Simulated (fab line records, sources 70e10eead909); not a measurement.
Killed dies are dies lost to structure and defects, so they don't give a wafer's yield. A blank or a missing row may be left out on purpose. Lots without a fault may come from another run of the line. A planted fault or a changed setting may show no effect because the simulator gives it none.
Chamber matching | flow nand_harc | NHARC_P_CONTACT_CMP_01 on cmp-02: 4 sister chambers
The step polishes SiO2, target thk 200 nm. 4 wafers are shown with their chamber, then 10 later ones without.

WAFERS WITH THEIR CHAMBER
wafer  | chamber | motor_current_A (A)
L084.4 | 1       | 13.1
L088.5 | 0       | 11.2
L086.3 | 3       | 16.5
L086.4 | 2       | 12.0

WAFERS WITHOUT THEIR CHAMBER
wafer  | motor_current_A (A)
L086.5 | 12.2
L092.1 | 12.4
L092.5 | 13.4
L092.6 | 11.2
L093.2 | 16.3
L093.3 | 11.9
L093.6 | 12.9
L096.1 | 15.8
L096.2 | 12.9
L096.4 | 11.1

WHICH CHAMBER EACH WENT THROUGH
wafer  | from the rows above     | in truth
L086.5 | 2                       | 2
L092.1 | can't be placed: 2 or 1 | 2
L092.5 | 1                       | 1
L092.6 | 0                       | 0
L093.2 | 3                       | 3
L093.3 | can't be placed: 2 or 0 | 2
L093.6 | 1                       | 1
L096.1 | 3                       | 3
L096.2 | 1                       | 1
L096.4 | 0                       | 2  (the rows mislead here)
Placed correctly: 7 of 10. Can't be placed from these rows: 2 (the true chamber is among the candidates in 2). Placed wrongly: 1.
How it was worked out, from the rows above alone: a wafer's distance from a chamber is the root of the sum, over the readings, of the square of ((its reading less the chamber's mean) divided by the reading's scatter). The wafer belongs to the nearest chamber; if the next one is less than 2 further off, it can't be placed. A chamber's mean is the mean of its shown wafers. The scatter: with one shown wafer a chamber, the root of the mean of the squares of how far each hidden wafer lies from its nearest shown one.
